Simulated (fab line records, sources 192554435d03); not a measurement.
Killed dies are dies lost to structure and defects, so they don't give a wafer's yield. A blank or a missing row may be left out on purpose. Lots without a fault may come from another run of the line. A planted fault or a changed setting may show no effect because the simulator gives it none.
fab line records | flow n5_finfet
record lots=9 wafers=26 last_day=17
route steps=1938 shown BEOL_M4@1111 BEOL_M6@1230 BEOL_M7@1263 PASSIVATION@1936
lots that met no fault: from a run of the same line without faults
start_h: hours from the record's first day to the start of the lot's first wafer shown | wait_h: hours since the lot's step before | " the same as in the row above | L1.1+2: a row that stands for several wafers | - no value, or no start given | * or withheld: withheld | < > ~ a bound
route shown NAME@n: a module of which the file shows steps, and the number in the route of the first | usual: mean/standard deviation of fault-free wafers | same: alike in all rows | chamber/n: place in a boat | sites: the reading at each site | _std_site: their standard deviation | _edge_site: outer sites' mean less inner sites' | radius_mm: how far each site lies from the wafer's centre | mask NAME#n: copy n | behind: the tool/chamber that last shaped the wafer | hold: why the lot was held/for how many hours/how that ended | device: the transistor (n, p or np) that didn't switch | end of line: the same wafers' tests at the end of the route | a step without rows: its recipe alone | killed: dies lost to structure and defects at the first sort, not the wafer's yield | map: a wafer's dies, x killed, . not, _ none there
set.NAME: the setting as run; set.NAME@STEP: as run at that earlier step | model.NAME: the simulator's own value behind a step, which no gauge read
steps of the route over a sample of lots; a table a step, a row a wafer
services: from which hour (start_h, from the record's first day; less than 0 if before it) a tool's chamber was out of use, for how many hours, and why
## steps
# step N5_BEOL_M4_RC_MEAS_101
# usual DIBL_N=35.7/1.3 DIBL_P=36.0/1.6 IOFF_N=0.154/0.025 IOFF_P=0.21/0.034 ION_N=675/9.7 ION_P=465/7.4 SS_N=71.3/0.55 SS_P=73.1/0.52 VT_N=250/3 VT_P=-249/3.6
# columns lot.wafer tool chamber start_h wait_h DIBL_N[mV/V] DIBL_P[mV/V] IOFF_N[nA/um] IOFF_P[nA/um] ION_N[uA/um] ION_P[uA/um] SS_N[mV/dec] SS_P[mV/dec] VT_N[mV] VT_P[mV]
L664.1 prober-01 0 167.57 0.0 37.3 39.0 0.199 0.25 697 474 71.6 73.8 244 -248
L664.4 " 0 " " 35.8 37.3 0.157 0.22 682 469 71.3 72.9 247 -248
L664.5 " 0 " " 37.5 39.4 0.190 0.26 674 464 72.0 73.9 244 -248
L665.1 prober-01 0 175.43 0.0 33.9 34.2 0.125 0.19 661 463 71.2 72.3 254 -249
L665.4 " 0 " " 33.9 34.5 0.125 0.19 667 458 70.9 73.0 254 -251
L665.6 " 0 " " 33.6 34.4 0.123 0.18 663 451 70.6 72.5 254 -253
L668.1 prober-02 0 182.81 0.0 35.0 35.1 0.139 0.21 682 471 71.7 72.5 250 -248
L668.3 " 0 " " 37.3 38.5 0.175 0.26 674 465 72.3 74.1 250 -245
L668.6 " 0 " " 36.0 36.1 0.154 0.22 671 460 72.0 72.7 251 -248
L669.1 prober-01 0 195.77 0.0 36.2 36.6 0.185 0.28 690 481 71.3 73.0 244 -242
L669.2 " 0 " " 37.3 38.7 0.213 0.30 704 492 71.8 73.5 244 -243
L669.4 " 0 " " 35.7 35.5 0.158 0.24 682 469 71.7 72.8 248 -245
L672.3 prober-02 0 214.85 0.3 36.6 37.7 0.178 0.27 664 464 71.4 73.4 251 -242
L672.6 " 0 " " 37.6 38.1 0.195 0.27 675 462 72.4 73.2 248 -247
L682.1 prober-02 0 274.05 0.0 37.0 38.2 0.190 0.27 680 468 71.3 73.7 247 -244
L682.2 " 0 " " 35.8 36.5 0.169 0.25 686 471 71.2 73.7 247 -244
L682.5 " 0 " " 35.2 35.7 0.152 0.23 666 465 71.1 73.1 248 -246
L683.1 prober-02 0 286.77 0.0 36.7 37.0 0.177 0.22 680 462 71.6 74.1 248 -251
L683.3 " 0 " " 35.3 35.0 0.153 0.19 665 452 71.6 72.9 251 -253
L683.5 " 0 " " 38.0 37.8 0.212 0.23 674 455 72.3 74.4 246 -250
L684.1 prober-02 0 294.92 0.0 35.4 35.9 0.163 0.22 693 468 71.5 73.4 246 -249
L684.3 " 0 " " 34.2 33.1 0.129 0.19 667 460 71.2 72.6 252 -250
L684.5 " 0 " " 34.8 33.6 0.144 0.19 674 466 71.2 71.9 248 -250
L685.2 prober-02 0 306.31 0.2 35.3 33.8 0.121 0.15 671 453 70.8 72.5 254 -256
L685.3 " 0 " " 39.4 39.1 0.195 0.21 680 454 71.6 73.3 249 -251
L685.4 " 0 " " 35.3 34.4 0.121 0.14 668 449 70.8 72.3 254 -262
# step N5_BEOL_M6_DESCUM_33
# recipe chemistry=O2 time_s=7 source_power_w=50 bias_power_w=20 pressure_mtorr=20 rf_frequency_hz=2.712e+07 temp_c=40 resist=CAR-EUV o2_flow_sccm=225
# usual drypump_motor_current_A=5.9/0.38 oes_product_au=0.79/0.09 rf_vpp_V=243.1/1.2 showerhead_plenum_p_Torr=2.09/0.063 throttle_valve_pct=20.40/0.28
# columns lot.wafer tool chamber start_h wait_h drypump_motor_current_A oes_product_au rf_hours_counter_h rf_vpp_V showerhead_plenum_p_Torr throttle_valve_pct
L664.1 rie_diel-01 2 184.30 0.0 6.5 0.76 153 242.9 2.09 20.92
L664.4 " 1 " " 6.0 0.84 - 243.4 2.11 20.46
L664.5 " 2 " " 6.4 0.76 - 241.5 2.09 20.90
L665.1 rie_diel-03 0 193.74 0.0 6.1 0.90 34 243.3 2.05 20.18
L665.4 " 2 " " 6.0 0.76 120 244.4 2.10 20.20
L665.6 " 2 " " 6.0 0.76 - 242.0 2.10 20.21
L668.1 rie_diel-01 0 197.61 0.3 5.7 0.75 181 242.7 2.08 20.13
L668.3 " 1 " " 5.9 0.84 92 244.5 2.11 20.45
L668.6 " 2 " " 6.4 0.76 - 243.2 2.09 20.91
L669.1 rie_diel-03 1 212.64 0.0 5.8 0.67 244 244.6 2.06 20.66
L669.2 " 3 " " 5.2 0.68 247 244.6 2.14 20.67
L669.4 " 0 " " 6.1 0.89 42 243.8 2.05 20.20
L672.3 rie_diel-01 2 231.83 0.3 6.4 0.74 172 244.0 2.09 20.93
L672.6 " 3 " " 6.4 0.93 - 244.3 2.23 20.22
L682.1 rie_diel-04 3 293.74 0.7 6.2 0.74 148 241.4 2.00 20.10
L682.2 " 0 " " 5.7 0.76 137 242.7 2.02 20.82
L682.5 " 3 " " 6.2 0.75 - 241.7 2.00 20.11
L683.1 rie_diel-01 2 303.70 0.0 6.5 0.72 196 242.8 2.08 20.98
L683.3 " 1 " " 6.0 0.80 130 243.9 2.10 20.51
L683.5 " 1 " " 6.0 0.80 - 242.8 2.10 20.52
L684.1 rie_diel-01 1 313.45 0.0 6.0 0.79 134 243.6 2.09 20.52
L684.3 " 0 " " 5.7 0.70 219 241.9 2.07 20.18
L684.5 " 0 " " 5.7 0.71 - 243.8 2.07 20.19
L685.2 rie_diel-03 0 327.41 0.5 6.1 0.82 84 241.0 2.03 20.24
L685.3 " 2 " " 6.0 0.71 168 243.0 2.08 20.26
L685.4 " 3 " " 5.2 0.87 31 245.1 2.13 20.33
# step N5_BEOL_M6_ETCH_65
# recipe chemistry=CF4 target=SiARC target_depth_a=156 mask_material=CAR-EUV time_s=26 ion_energy_ev=80 pressure_mtorr=40 source_w=545 bias_w=36 Ar_flow_sccm=100 cf4_flow_sccm=100 ends=cleared
# usual drypump_motor_current_A=5.9/0.38 etch_rf_on_time_s=25.9/0.35 oes_product_au=0.68/0.076 rf_vpp_V=183.9/1.1 showerhead_plenum_p_Torr=2.14/0.059 throttle_valve_pct=15.59/0.27
# columns lot.wafer tool chamber start_h wait_h drypump_motor_current_A etch_rf_on_time_s oes_product_au rf_hours_counter_h rf_vpp_V showerhead_plenum_p_Torr throttle_valve_pct
L664.1 rie_diel-01 2 184.36 0.0 6.5 25.7 0.66 153 183.3 2.14 16.04
L664.4 " 1 " " 6.0 25.8 0.72 - 186.0 2.17 15.62
L664.5 " 2 " " 6.5 25.8 0.65 - 184.1 2.14 16.06
L665.1 rie_diel-03 0 193.79 0.0 6.1 25.4 0.76 34 182.2 2.09 15.28
L665.4 " 2 " " 6.0 26.3 0.66 120 184.3 2.16 15.49
L665.6 " 2 " " 6.0 26.3 0.65 - 184.5 2.16 15.48
L668.1 rie_diel-01 0 197.66 0.0 5.7 25.7 0.63 181 182.8 2.14 15.46
L668.3 " 1 " " 6.0 25.8 0.71 92 185.5 2.17 15.64
L668.6 " 2 " " 6.4 25.5 0.65 - 184.3 2.14 16.08
L669.1 rie_diel-03 1 212.69 0.0 5.8 26.2 0.58 244 183.3 2.11 15.94
L669.2 " 3 " " 5.2 26.5 0.58 247 184.0 2.20 15.94
L669.4 " 0 " " 6.1 25.5 0.75 42 183.8 2.09 15.32
L672.3 rie_diel-01 2 231.88 0.0 6.4 25.7 0.63 172 185.3 2.14 16.09
L672.6 " 3 " " 6.4 25.5 0.80 - 185.4 2.26 15.25
L682.1 rie_diel-04 3 293.79 0.0 6.2 25.8 0.63 149 183.0 2.05 15.37
L682.2 " 0 " " 5.6 26.0 0.65 137 183.3 2.06 15.89
L682.5 " 3 " " 6.2 26.0 0.63 - 183.3 2.05 15.38
L683.1 rie_diel-01 2 303.75 0.0 6.4 25.9 0.63 196 184.0 2.13 16.13
L683.3 " 1 " " 6.0 26.2 0.67 130 184.4 2.15 15.73
L683.5 " 1 " " 6.0 26.1 0.68 - 183.1 2.15 15.73
L684.1 rie_diel-01 1 313.50 0.0 6.0 26.2 0.67 134 183.7 2.15 15.74
L684.3 " 0 " " 5.7 26.0 0.60 219 183.8 2.13 15.52
L684.5 " 0 " " 5.7 25.9 0.61 - 183.8 2.13 15.54
L685.2 rie_diel-03 0 327.46 0.0 6.1 25.6 0.70 84 182.9 2.08 15.40
L685.3 " 2 " " 6.0 26.3 0.62 168 184.7 2.14 15.57
L685.4 " 3 " " 5.2 26.0 0.75 31 184.3 2.18 15.48
# step N5_BEOL_M7_ILD_DEP_00
# recipe material=SiCOH_lowk target_thk_a=1797.5 temp_c=300 precursor=DEMS/porogen pressure_torr=5 rf_w=500 time_s=33.4
# usual heater_power_w=279/58 showerhead_plenum_p_Torr=5.728/0.018 throttle_valve_pct=13.7/0.77
# columns lot.wafer tool chamber start_h wait_h heater_power_w showerhead_plenum_p_Torr throttle_valve_pct
L664.1 pecvd-01 2 187.96 0.0 275 5.748 12.6
L664.4 " 2 " " 280 5.734 12.3
L664.5 " 1 " " 349 5.723 14.2
L665.1 pecvd-03 1 196.60 0.0 238 5.738 13.0
L665.4 " 0 " " 332 5.693 13.9
L665.6 " 1 " " 241 5.711 13.3
L668.1 pecvd-02 0 200.94 0.0 337 5.711 14.6
L668.3 " 1 " " 264 5.761 14.5
L668.6 " 2 " " 453 5.713 13.7
L669.1 pecvd-03 2 215.62 0.0 250 5.727 12.5
L669.2 " 0 " " 333 5.711 14.0
L669.4 " 0 " " 342 5.713 13.7
L672.3 pecvd-03 1 235.68 0.0 247 5.737 13.1
L672.6 " 2 " " 239 5.707 12.7
L682.1 pecvd-01 1 297.97 0.0 286 5.723 14.2
L682.2 " 0 " " 217 5.742 14.7
L682.5 " 1 " " 297 5.718 14.1
L683.1 pecvd-01 2 307.29 0.0 225 5.748 12.8
L683.3 " 0 " " 207 5.727 14.9
L683.5 " 2 " " 234 5.745 12.7
L684.1 pecvd-03 1 316.76 0.0 247 5.737 13.3
L684.3 " 0 " " 328 5.702 13.9
L684.5 " 2 " " 279 5.726 12.8
L685.2 pecvd-03 1 331.92 0.0 242 5.717 13.1
L685.3 " 0 " " 343 5.706 13.9
L685.4 " 0 " " 280 5.675 13.9
# step N5_BEOL_M7_THK_MEAS_01
# recipe reads=SiCOH_lowk_of_BEOL_M7_ILD_DEP_00
# usual M7_ILD_THK=154.8/2
# columns lot.wafer tool chamber start_h wait_h M7_ILD_THK[nm]
L664.1 film_metro-01 - 188.54 0.4 157.5
L664.4 " - " " 155.6
L664.5 " - " " 157.2
L665.1 film_metro-02 - 197.18 0.4 151.2
L665.4 " - " " 154.3
L665.6 " - " " 152.5
L668.1 film_metro-01 - 201.52 0.4 154.5
L668.3 " - " " 151.9
L668.6 " - " " 156.8
L669.1 film_metro-02 - 216.32 0.4 153.7
L669.2 " - " " 153.3
L669.4 " - " " 155.2
L672.3 film_metro-02 - 236.26 0.3 245.0
L672.6 " - " " 153.8
L682.1 film_metro-02 - 298.54 0.4 155.9
L682.2 " - " " 156.2
L682.5 " - " " 159.6
L683.1 film_metro-02 - 307.86 0.4 154.8
L683.3 " - " " 153.8
L683.5 " - " " 155.2
L684.1 film_metro-02 - 317.34 0.4 151.9
L684.3 " - " " 155.3
L684.5 " - " " 157.3
L685.2 film_metro-01 - 332.51 0.4 151.4
L685.3 " - " " 152.9
L685.4 " - " " 154.5
# step N5_BEOL_M7_INSPECT_13
# recipe mode=adi inspect_instrument=brightfield
# usual raw_defect_count=408/87
# columns lot.wafer tool chamber start_h wait_h raw_defect_count
L664.1 defect_inspect-02 - 189.55 0.0 389
L664.4 " - " " 365
L664.5 " - " " 429
L665.1 defect_inspect-01 - 198.24 0.0 574
L665.4 " - " " 402
L665.6 " - " " 535
L668.1 defect_inspect-02 - 202.75 0.0 511
L668.3 " - " " 455
L668.6 " - " " 545
L669.1 defect_inspect-01 - 217.95 0.0 348
L669.2 " - " " 585
L669.4 " - " " 281
L672.3 defect_inspect-02 - 238.37 0.0 319
L672.6 " - " " 309
L682.1 defect_inspect-02 - 299.39 0.0 336
L682.2 " - " " 394
L682.5 " - " " 240
L683.1 defect_inspect-02 - 310.52 0.0 358
L683.3 " - " " 250
L683.5 " - " " 499
L684.1 defect_inspect-01 - 318.27 0.0 388
L684.3 " - " " 384
L684.5 " - " " 401
L685.2 defect_inspect-01 - 334.41 0.0 405
L685.3 " - " " 392
L685.4 " - " " 426
# step N5_PASSIVATION_PROBE_49
# usual defect_limited_yield=91.6/1.4 killed_at_M0_to_M3=35/10 killed_at_M4_up=13/5.3 killed_at_contacts=12/5.9 killed_at_front_end=36/9.9 killed_at_other=3.2/3 killed_dies=99/16 killed_on_rim=13/3.9 killed_open=66/12 killed_short=32/7.7 sort_bin_5_function=4.9/0.91 sort_bin_6_memory=3.2/0.65 sort_n_pass=1081/16 sort_yield_pct=91.6/1.4
# same gross_dies=1180 killed_at_back_side=0 sort_bin_4_leakage[%]=0 sort_bin_8_speed[%]=0
# columns lot.wafer tool chamber start_h wait_h defect_limited_yield[%] killed_at_M0_to_M3 killed_at_M4_up killed_at_contacts killed_at_front_end killed_at_other killed_dies killed_on_rim killed_open killed_short sort_bin_5_function[%] sort_bin_6_memory[%] sort_n_pass sort_yield_pct[%]
L664.1 prober-02 - 282.91 0.0 93.6 27 8 12 24 4 75 11 52 22 3.9 2.1 1105 93.6
L664.4 prober-02 - 283.06 0.2 92.1 38 17 10 23 5 93 8 68 24 3.7 3.8 1087 92.1
L664.5 prober-02 - 283.11 0.2 89.2 46 16 12 44 9 127 16 75 51 6.2 4.3 1053 89.2
L665.1 prober-01 - 283.59 0.0 91.4 29 16 17 38 2 102 17 68 31 5.2 2.8 1078 91.4
L665.4 prober-01 - 283.74 0.2 88.5 50 16 18 52 0 136 14 89 46 7.8 3.1 1044 88.5
L665.6 prober-01 - 283.84 0.3 88.9 41 18 37 35 0 131 23 86 42 6.9 4.0 1049 88.9
L668.1 prober-01 - 287.86 0.0 92.1 29 15 22 22 5 93 15 65 28 4.9 2.7 1087 92.1
L668.3 prober-01 - 287.96 0.1 92.5 41 5 8 32 3 89 12 56 33 4.8 2.5 1091 92.5
L668.6 prober-01 - 288.11 0.3 91.5 42 6 20 30 2 100 11 66 33 4.9 3.1 1080 91.5
L669.1 prober-01 - 298.94 0.0 94.0 23 9 4 32 3 71 4 45 26 3.5 2.1 1109 94.0
L669.2 prober-01 - 298.99 0.1 92.6 42 10 3 31 1 87 9 50 35 4.6 2.4 1093 92.6
L669.4 prober-01 - 299.09 0.2 94.0 20 8 13 28 2 71 7 52 16 3.8 2.0 1109 94.0
L672.3 prober-02 - 323.82 0.1 0 44 1076 10 48 2 1180 152 81 36 96.4 3.5 0 0
L672.6 prober-02 - 323.97 0.3 87.7 59 13 23 47 3 145 18 107 36 6.9 4.7 1035 87.7
L682.1 prober-01 - 385.70 0.0 90.8 43 22 7 35 1 108 9 70 38 5.6 3.1 1072 90.8
L682.2 prober-01 - 385.75 0.1 90.5 39 22 15 32 4 112 10 76 36 5.2 4.0 1068 90.5
L682.5 prober-01 - 385.90 0.2 91.8 32 17 7 41 0 97 14 59 35 4.2 3.8 1083 91.8
L684.1 prober-01 - 391.02 0.0 91.8 40 14 20 20 3 97 8 63 32 5.8 2.0 1083 91.8
L684.3 prober-01 - 391.12 0.1 91.3 38 19 16 28 2 103 10 73 28 5.4 3.1 1077 91.3
L684.5 prober-01 - 391.22 0.2 90.2 46 20 14 33 3 116 18 88 26 5.7 3.8 1064 90.2
L683.1 prober-01 - 398.33 0.0 92.1 26 12 6 47 2 93 8 61 32 4.7 2.6 1087 92.1
L683.3 prober-01 - 398.43 0.1 92.9 32 9 7 27 9 84 3 50 33 4.6 2.3 1096 92.9
L683.5 prober-01 - 398.53 0.2 90.6 29 19 10 49 4 111 11 76 34 6.0 3.2 1069 90.6
L685.2 prober-01 - 404.82 0.5 90.6 35 10 9 53 4 111 16 71 40 5.6 3.6 1069 90.6
L685.3 prober-01 - 404.87 0.6 92.9 35 4 6 31 8 84 15 60 24 4.7 2.3 1096 92.9
L685.4 prober-01 - 404.92 0.6 91.5 47 7 7 33 6 100 9 66 34 4.8 3.5 1080 91.5
# killed by level:class
L664.1 MOL_CONTACT_COAG:geometric_particle:open=11 BEOL_M0_SAQP:geometric_particle:short=8 BEOL_M2:geometric_particle:open=6 FIN_SAQP:geometric_particle:short=5 STI_FIN_REVEAL:geometric_particle:open=5 BEOL_M0_SAQP:geometric_particle:open=5 BEOL_M3:geometric_particle:open=4 FIN_SAQP:geometric_particle:open=3
L664.4 BEOL_M1:geometric_particle:open=12 BEOL_M2:geometric_particle:open=11 FIN_SAQP:geometric_particle:short=8 STI_FIN_REVEAL:geometric_particle:open=8 MOL_CONTACT_COAG:geometric_particle:open=8 BEOL_M3:geometric_particle:open=6 BEOL_M1:geometric_particle:short=4 BEOL_M4:geometric_particle:open=4
L664.5 FIN_SAQP:geometric_particle:short=17 BEOL_M2:geometric_particle:open=11 MOL_CONTACT_COAG:geometric_particle:open=9 BEOL_M0_SAQP:geometric_particle:short=8 BEOL_M1:geometric_particle:open=8 FIN_SAQP:geometric_particle:open=7 BEOL_M0_SAQP:geometric_particle:open=6 STI_FIN_REVEAL:geometric_particle:open=5
L665.1 MOL_CONTACT_COAG:geometric_particle:open=15 FIN_SAQP:geometric_particle:open=12 BEOL_M4:geometric_particle:open=10 BEOL_M0_SAQP:geometric_particle:short=9 BEOL_M0_SAQP:geometric_particle:open=8 STI_FIN_REVEAL:geometric_particle:open=6 BEOL_M1:geometric_particle:open=4 STARTING-WAFER:geometric_particle:short=4
L665.4 FIN_SAQP:geometric_particle:open=16 FIN_SAQP:geometric_particle:short=14 MOL_CONTACT_COAG:geometric_particle:open=14 BEOL_M0_SAQP:geometric_particle:short=12 BEOL_M1:geometric_particle:open=10 BEOL_M4:geometric_particle:open=9 STI_FIN_REVEAL:geometric_particle:open=8 BEOL_M0_SAQP:geometric_particle:open=8
L665.6 MOL_CONTACT_COAG:geometric_particle:open=30 BEOL_M0_SAQP:geometric_particle:short=13 FIN_SAQP:geometric_particle:open=9 BEOL_M1:geometric_particle:open=8 BEOL_M0_SAQP:geometric_particle:open=8 BEOL_M4:geometric_particle:open=7 MOL_CONTACT_COAG:geometric_particle:short=7 BEOL_M3:geometric_particle:open=7
L668.1 MOL_CONTACT_COAG:geometric_particle:open=19 BEOL_M0_SAQP:geometric_particle:open=7 BEOL_M2:geometric_particle:open=7 BEOL_M4:geometric_particle:open=7 GATE_CUT:geometric_particle:short=6 BEOL_M3:geometric_particle:open=5 FIN_SAQP:geometric_particle:short=4 FIN_SAQP:geometric_particle:open=3
L668.3 BEOL_M0_SAQP:geometric_particle:open=14 FIN_SAQP:geometric_particle:short=10 MOL_CONTACT_COAG:geometric_particle:open=7 BEOL_M1:geometric_particle:open=6 BEOL_M2:geometric_particle:open=6 FIN_SAQP:geometric_particle:open=5 GATE_CUT:geometric_particle:short=5 BEOL_M0_SAQP:geometric_particle:short=5
L668.6 MOL_CONTACT_COAG:geometric_particle:open=16 BEOL_M0_SAQP:geometric_particle:open=12 BEOL_M1:geometric_particle:open=9 GATE_CUT:geometric_particle:short=8 DUMMY_GATE:geometric_particle:open=7 BEOL_M3:geometric_particle:open=7 FIN_SAQP:geometric_particle:short=6 BEOL_M1:geometric_particle:short=6
L669.1 DUMMY_GATE:geometric_particle:open=10 BEOL_M2:geometric_particle:open=7 BEOL_M3:geometric_particle:open=5 STARTING-WAFER:geometric_particle:short=5 BEOL_M0_SAQP:geometric_particle:open=4 DUMMY_GATE:geometric_particle:short=3 GATE_CUT:geometric_particle:short=3 BEOL_M3:geometric_particle:short=3
L669.2 BEOL_M0_SAQP:geometric_particle:short=17 BEOL_M0_SAQP:geometric_particle:open=11 BEOL_M4:geometric_particle:open=8 DUMMY_GATE:geometric_particle:open=6 BEOL_M2:geometric_particle:open=5 FIN_SAQP:geometric_particle:open=4 BEOL_M1:geometric_particle:open=4 FIN_SAQP:geometric_particle:short=3
L669.4 MOL_CONTACT_COAG:geometric_particle:open=10 BEOL_M0_SAQP:geometric_particle:open=8 DUMMY_GATE:geometric_particle:open=5 BEOL_M1:geometric_particle:open=5 FIN_SAQP:geometric_particle:open=3 STI_FIN_REVEAL:geometric_particle:open=3 ILD0:geometric_particle:open=3 ILD0:geometric_particle:short=3
L672.3 BEOL_M7:area_etch=1063 FIN_SAQP:geometric_particle:open=13 FIN_SAQP:geometric_particle:short=11 BEOL_M0_SAQP:geometric_particle:open=11 BEOL_M3:geometric_particle:open=9 STI_FIN_REVEAL:geometric_particle:open=8 MOL_CONTACT_COAG:geometric_particle:open=6 BEOL_M2:geometric_particle:open=5
L672.6 MOL_CONTACT_COAG:geometric_particle:open=22 BEOL_M2:geometric_particle:open=20 BEOL_M0_SAQP:geometric_particle:short=12 FIN_SAQP:geometric_particle:open=10 STI_FIN_REVEAL:geometric_particle:open=10 BEOL_M0_SAQP:geometric_particle:open=10 GATE_CUT:geometric_particle:short=6 FIN_SAQP:geometric_particle:short=5
L682.1 BEOL_M1:geometric_particle:open=13 FIN_SAQP:geometric_particle:open=9 BEOL_M4:geometric_particle:open=9 FIN_SAQP:geometric_particle:short=8 BEOL_M0_SAQP:geometric_particle:short=8 MOL_CONTACT_COAG:geometric_particle:open=6 BEOL_M2:geometric_particle:open=6 BEOL_M0_SAQP:geometric_particle:open=6
L682.2 MOL_CONTACT_COAG:geometric_particle:open=13 FIN_SAQP:geometric_particle:open=9 BEOL_M4:geometric_particle:open=9 BEOL_M0_SAQP:geometric_particle:short=8 BEOL_M0_SAQP:geometric_particle:open=7 BEOL_M1:geometric_particle:open=7 FIN_SAQP:geometric_particle:short=6 STI_FIN_REVEAL:geometric_particle:open=6
L682.5 FIN_SAQP:geometric_particle:short=15 BEOL_M1:geometric_particle:open=10 FIN_SAQP:geometric_particle:open=8 BEOL_M4:geometric_particle:open=8 BEOL_M0_SAQP:geometric_particle:short=7 MOL_CONTACT_COAG:geometric_particle:open=6 BEOL_M0_SAQP:geometric_particle:open=6 STI_FIN_REVEAL:geometric_particle:open=5
L684.1 MOL_CONTACT_COAG:geometric_particle:open=16 BEOL_M1:geometric_particle:open=10 BEOL_M0_SAQP:geometric_particle:short=9 BEOL_M3:geometric_particle:open=6 BEOL_M4:geometric_particle:open=6 FIN_SAQP:geometric_particle:short=4 MOL_CONTACT_COAG:geometric_particle:short=4 BEOL_M0_SAQP:geometric_particle:open=4
L684.3 MOL_CONTACT_COAG:geometric_particle:open=16 BEOL_M1:geometric_particle:open=10 BEOL_M2:geometric_particle:open=9 BEOL_M4:geometric_particle:open=8 BEOL_M1:geometric_particle:short=6 BEOL_M0_SAQP:geometric_particle:open=6 BEOL_M4:geometric_particle:short=5 FIN_SAQP:geometric_particle:open=4
L684.5 BEOL_M0_SAQP:geometric_particle:open=11 DUMMY_GATE:geometric_particle:open=10 BEOL_M4:geometric_particle:open=10 BEOL_M1:geometric_particle:open=9 BEOL_M2:geometric_particle:open=9 MOL_CONTACT_COAG:geometric_particle:open=8 MOL_CONTACT_COAG:geometric_particle:short=6 STI_FIN_REVEAL:geometric_particle:open=5
L683.1 FIN_SAQP:geometric_particle:open=16 BEOL_M0_SAQP:geometric_particle:open=12 STI_FIN_REVEAL:geometric_particle:open=6 BEOL_M4:geometric_particle:open=6 BEOL_M0_SAQP:geometric_particle:short=6 FIN_SAQP:geometric_particle:short=5 MOL_CONTACT_COAG:geometric_particle:open=4 DUMMY_GATE:geometric_particle:short=3
L683.3 BEOL_M0_SAQP:geometric_particle:open=11 BEOL_M0_SAQP:geometric_particle:short=11 FIN_SAQP:geometric_particle:open=5 MIM_TOP_ETCH:geometric_particle:open=5 FIN_SAQP:geometric_particle:short=4 STI_FIN_REVEAL:geometric_particle:open=4 GATE_CUT:geometric_particle:short=4 MOL_CONTACT_COAG:geometric_particle:open=4
L683.5 FIN_SAQP:geometric_particle:open=21 BEOL_M0_SAQP:geometric_particle:open=11 BEOL_M0_SAQP:geometric_particle:short=11 FIN_SAQP:geometric_particle:short=8 MOL_CONTACT_COAG:geometric_particle:open=8 BEOL_M7:geometric_particle:open=6 STI_FIN_REVEAL:geometric_particle:open=5 DUMMY_GATE:geometric_particle:open=5
L685.2 FIN_SAQP:geometric_particle:open=13 FIN_SAQP:geometric_particle:short=10 STI_FIN_REVEAL:geometric_particle:open=9 BEOL_M0_SAQP:geometric_particle:short=9 MOL_CONTACT_COAG:geometric_particle:open=7 BEOL_M1:geometric_particle:open=7 BEOL_M3:geometric_particle:open=6 DUMMY_GATE:geometric_particle:open=4
L685.3 BEOL_M2:geometric_particle:open=11 FIN_SAQP:geometric_particle:open=9 BEOL_M0_SAQP:geometric_particle:short=6 DUMMY_GATE:geometric_particle:open=5 GATE_CUT:geometric_particle:short=5 MOL_CONTACT_COAG:geometric_particle:open=5 BEOL_M3:geometric_particle:open=5 PAD_METAL:geometric_particle:open=5
L685.4 BEOL_M2:geometric_particle:open=13 BEOL_M0_SAQP:geometric_particle:open=10 BEOL_M0_SAQP:geometric_particle:short=10 DUMMY_GATE:geometric_particle:open=7 BEOL_M1:geometric_particle:open=7 MOL_CONTACT_COAG:geometric_particle:open=6 FIN_SAQP:geometric_particle:open=4 GATE_CUT:geometric_particle:short=4
## services
# columns tool chamber start_h hours kind
pecvd-03 - 165.04 14.6 pm
rie_diel-01 3 179.40 9.7 repair
rie_diel-01 3 189.25 4.4 repair
pecvd-03 - 200.13 2.5 repair
rie_diel-04 1 204.31 - clean
rie_diel-01 3 218.62 7.3 repair
pecvd-01 0 220.69 5.0 repair
rie_diel-03 3 224.41 - clean
rie_diel-03 3 224.41 - consumable_replace:focus_ring
rie_diel-03 3 224.41 16.6 scheduled_down
rie_diel-03 3 224.41 16.6 vent_cycle
pecvd-02 - 229.09 14.6 pm
rie_diel-03 1 241.05 - clean
rie_diel-03 1 241.05 - consumable_replace:focus_ring
rie_diel-03 1 241.05 19.3 scheduled_down
rie_diel-03 1 241.05 19.3 vent_cycle
pecvd-02 2 248.58 19.8 repair
pecvd-03 - 253.57 0.4 repair
rie_diel-04 0 264.37 1.6 repair
pecvd-03 - 270.44 0.6 repair
rie_diel-01 0 279.48 7.2 repair
rie_diel-03 - 290.80 2.8 pm
rie_diel-04 1 291.19 8.4 repair
rie_diel-01 0 329.19 6.6 repair
## key
first_sign step=N5_BEOL_M7_THK_MEAS_01 reading=M7_ILD_THK direction=up sigmas=46 usual=154.8 struck=245.0
effect step=N5_PASSIVATION_PROBE_49 reading=killed_at_M4_up direction=up sigmas=99+ usual=13 struck=1076
more_kills_born_at N5_BEOL_M7_ETCH_41@rie_diel-06=1063
met_at N5_BEOL_M7_ILD_DEP_00
struck_lots L672
struck_wafers L672.3
later_rows_left_out L672.3
not_acting_at N5_BEOL_M6_DESCUM_33,N5_BEOL_M6_ETCH_65,N5_BEOL_M7_INSPECT_13
onset_between 215.62 235.68
fault kind=process_parameter_drift tool=pecvd-03 chamber=- onset_h=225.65 steps=N5_BEOL_M7_ILD_DEP_00 channel=time_s offset=* shape=step end_h=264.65 scope=struck_wafers_only acts_in=* stated=*
# later_rows_left_out: the simulator's readings of these wafers behind a module that went badly wrong aren't trusted and aren't shown, but for the sort
